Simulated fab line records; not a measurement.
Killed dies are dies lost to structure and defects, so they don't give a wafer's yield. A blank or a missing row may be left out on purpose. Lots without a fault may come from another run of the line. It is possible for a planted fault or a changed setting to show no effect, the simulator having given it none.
Problem report, 8D (eight disciplines) form, completed by code :: flow n5 finfet :: the parts of the form that need people (team, actions taken, sign-off) are left out

1. THE ISSUE
At N5_PMOS_HMC_CHANNEL_EPI_EXPOSE_06, exposure dose mJ cm2 averages 39.41 over 6 wafers from 2 lots, while fault-free wafers read 40.97, standard deviation 0.038. That puts it -41 standard deviations away from the usual mean.
The step: exposes mask PMOS HMC BLK, target cd 240 nm.
First seen on wafer L655.1, day 5 04:43, on arfi scanner-02. At this step, 30 wafers from 10 lots have a number in the record. The rule behind "out" and "out of limits": a value lying over 4 standard deviations away from the usual mean. All remaining wafers that have a number are taken as sound.

2. WHAT IT IS, AND WHAT IT ISN'T
question: which readings at this step
is: exposure dose mJ cm2
is not: -

question: which lots
is: L655, L657
is not: L642, L644, L646, L647, L656, L659, L661, L662

question: which wafers of those lots
is: all that have a number
is not: -

question: read on which tools
is: arfi scanner-02
is not: arfi scanner-01, arfi scanner-03

question: when
is: from day 5 04:43
is not: up to then (12 sound wafers); but 12 sound wafers of L656, L659, L661, L662 came after

3. THE SUSPECTS, EACH WITH WHAT RULES IT OUT
Counting: a tool at any process step up to the reading remains a suspect when it ran all the lots that are out and ran no sound lot after the first of those.
- rie diel-02 at N5_ZERO_LAYER_DESCUM_16 (chemistry O2, time 7.9 s): ruled out as a lasting fault. Sound lots L656, L659, L662 ran on it after its first lot that is out, L655 (day 5 00:41).
- arfi scanner-02 at N5_PMOS_HMC_CHANNEL_EPI_EXPOSE_06 (exposes mask PMOS HMC BLK, target cd 240 nm): kept. It ran every lot that is out, first L655 (day 5 04:43), and no sound lot after that; its last sound lot up to then is L647 (day 3 06:09). On those wafers its own readings are out: exposure dose mJ cm2.
Remaining after the count: arfi scanner-02 at N5_PMOS_HMC_CHANNEL_EPI_EXPOSE_06.

4. THE CAUSE (what the simulator had put in)
Process parameter drift: arfi scanner-02, from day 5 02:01 on, at N5_PMOS_HMC_CHANNEL_EPI_EXPOSE_06. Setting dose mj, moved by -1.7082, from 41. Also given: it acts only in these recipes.
This tool alone remained once counting was done.

5. SEQUENCE OF EFFECTS, ordered by route
Rows list readings where the struck wafers' mean (over those with a number) sits beyond 3 standard deviations from the usual. Readings are gone through only where the record gives a usual standard deviation; hours: the median, over the lots, of the time from a lot's start at the first step in this table giving one to that lot's start at this step; sigmas: the change measured in usual standard deviations.
hours: 0
step: N5_PMOS_HMC_CHANNEL_EPI_EXPOSE_06
reading: exposure dose mJ cm2
usual: 40.97
on struck wafers: 39.41
change: -1.56
sigmas: -41
Process steps it contains:
- N5_PMOS_HMC_CHANNEL_EPI_EXPOSE_06: exposes mask PMOS HMC BLK, target cd 240 nm.
At these later measuring or inspecting steps, every struck wafer for which the step has a row has a number for every such reading, and none has moved that far: N5_BEOL_M4_RC_MEAS_101.

6. HOW IT WOULD HAVE BEEN CAUGHT EARLIER
3 hours passed between the start of the fault at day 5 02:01 and the first reading out of limits in this record, taken at day 5 04:43.
